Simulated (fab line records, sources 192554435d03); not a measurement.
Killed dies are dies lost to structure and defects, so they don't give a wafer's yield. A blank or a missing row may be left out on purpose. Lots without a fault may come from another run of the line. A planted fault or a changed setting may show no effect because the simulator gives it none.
Split-lot experiment | flow n5_finfet | 7 lots, 21 wafers read, on a route of 1938 steps

THE SPLIT
At N5_BEOL_M2_TRENCH_ETCH_37 (etches SiOC in C4F6/O2, target depth 55.555 nm, time 29.2 s), the setting time_s was moved away from the recipe's 29.2 s on 8 of the 21 wafers read, by -17.7% to +9.9%. The other wafers ran this setting at the recipe's value.

FROM THE SPLIT TO THE READING: what the file shows between them, 13 steps
- N5_BEOL_M2_ETCH_41: etches SiCN in CH3F/O2, target depth 29.9 nm, time 52.5 s
- N5_BEOL_M2_STRIP_97: strips in N2/H2, time 10 s
- N5_BEOL_M2_OCD_MEAS_38
- N5_BEOL_M2_HM_STRIP_39: strips TiN in peroxide tin strip, target depth 25 nm, time 158 s
- N5_BEOL_M2_SRD_40: time 30 s
- N5_BEOL_M2_ECD_50: material Cu, target thk 300 nm
- N5_BEOL_M2_ANNEAL_51: time 90 s
- N5_BEOL_M2_CMP_52: polishes, stops on SiOC, t overpolish 6.8 s, target thk 40 nm
- N5_BEOL_M2_THK_MEAS_53: measures by xrf
- N5_BEOL_M2_PRE_CLEAN_60: time 15 s
- N5_BEOL_M2_CO_CAP_55: material Co, precursor CCTBA/H2, target thk 2 nm, time 102.1 s
- N5_BEOL_M2_PRE_CLEAN_56: time 15 s
- N5_BEOL_M2_DEP_57: deposits SiCN from 3MS/NH3, target thk 8 nm, time 14 s

THE READING
M2_RS, in ohm/sq, at N5_BEOL_M2_RS_MEAS_58 (measures by four-point-probe). Fault-free wafers of this fab line usually give 0.64 ohm/sq, standard deviation 0.031 ohm/sq.

wafer  | tool, chamber at the split | time_s as run, s | against the recipe | M2_RS, ohm/sq | against lot-mates on the recipe
L076.3 | rie_diel-01, 3             | 29.2             | recipe             | 0.58          | -
L076.4 | rie_diel-01, 0             | 29.2             | recipe             | 0.58          | -
L076.6 | rie_diel-01, 2             | 29.2             | recipe             | 0.60          | -
L081.1 | rie_diel-03, 3             | 29.2             | recipe             | 0.61          | -
L081.2 | rie_diel-03, 1             | 29.2             | recipe             | 0.58          | -
L081.4 | rie_diel-03, 2             | 29.2             | recipe             | 0.63          | -
L080.1 | rie_diel-01, 3             | 29.2             | recipe             | 0.63          | -
L080.3 | rie_diel-01, 0             | 24.04            | -17.7%             | 0.82          | +0.20
L080.5 | rie_diel-01, 0             | 29.2             | recipe             | 0.61          | -
L084.2 | rie_diel-05, 3             | 32.1             | +9.9%              | 0.56          | no lot-mate on the recipe
L084.3 | rie_diel-05, 1             | 32.1             | +9.9%              | 0.54          | no lot-mate on the recipe
L084.4 | rie_diel-05, 0             | 32.1             | +9.9%              | 0.55          | no lot-mate on the recipe
L085.1 | rie_diel-03, 2             | 32.05            | +9.8%              | 0.53          | -0.10
L085.2 | rie_diel-03, 1             | 29.2             | recipe             | 0.63          | -
L085.4 | rie_diel-03, 3             | 32.05            | +9.8%              | 0.56          | -0.07
L093.2 | rie_diel-03, 2             | 29.2             | recipe             | 0.63          | -
L093.3 | rie_diel-03, 3             | 29.2             | recipe             | 0.65          | -
L093.5 | rie_diel-03, 3             | 29.2             | recipe             | 0.62          | -
L095.1 | rie_diel-05, 3             | 25.88            | -11.4%             | 0.81          | +0.11
L095.2 | rie_diel-05, 0             | 25.88            | -11.4%             | 0.88          | +0.18
L095.5 | rie_diel-05, 3             | 29.2             | recipe             | 0.70          | -

THE FIT
A straight line over all 21 wafers: M2_RS changes by -0.0117 ohm/sq for each +1% of time_s; r = -0.90; the points scatter about the line by 0.043 ohm/sq.
The same after taking each lot's own level away (the mean of its wafers on the recipe; 18 wafers): -0.011 ohm/sq for each +1%; r = -0.97; scatter 0.02 ohm/sq.
On that fit, the largest move of time_s shifts the reading by 0.19 ohm/sq.
The lots' own levels span 0.587 to 0.700 ohm/sq, that is 3.7 times the standard deviation above.
So the lot-to-lot level changes the slope little: the two slopes agree.
Check: with one of the wafers moved furthest among these (-17.7%) left out of the fit, the line predicts +0.199 ohm/sq for it against its lot-mates. It came out at +0.2 ohm/sq against them.

THE WHOLE CHAIN: every reading that the file lists as answering this split, in the file's order
step                      | what it does                                                  | reading                                                                      | change (the file's fit)               | r (the file's)
N5_BEOL_M2_TRENCH_ETCH_37 | etches SiOC in C4F6/O2, target depth 55.555 nm, time 29.2 s   | BEOL_M2.feature_depth_nm (the simulator's own value, which no gauge read)    | +0.565 nm for each +1% of the setting | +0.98
N5_BEOL_M2_TRENCH_ETCH_37 | etches SiOC in C4F6/O2, target depth 55.555 nm, time 29.2 s   | etch.depth_nm (the simulator's own value, which no gauge read)               | +0.564 nm for each +1% of the setting | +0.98
N5_BEOL_M2_OCD_MEAS_38    |                                                               | trench_depth_nm                                                              | +0.561 nm for each +1% of the setting | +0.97
N5_BEOL_M2_CMP_52         | polishes, stops on SiOC, t overpolish 6.8 s, target thk 40 nm | Cu_of_BEOL_M2_ECD_50.thk_nm (the simulator's own value, which no gauge read) | +0.472 nm for each +1% of the setting | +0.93
N5_BEOL_M2_THK_MEAS_53    | measures by xrf                                               | M2_THK                                                                       | +0.479 for each +1% of the setting    | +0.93
N5_BEOL_M2_RS_MEAS_58     | measures by four-point-probe                                  | M2_RS                                                                        | -0.0113 for each +1% of the setting   | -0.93

THE FILE'S OWN FIT
M2_RS changes by -0.0113 ohm/sq for each +1% of time_s, r = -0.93.
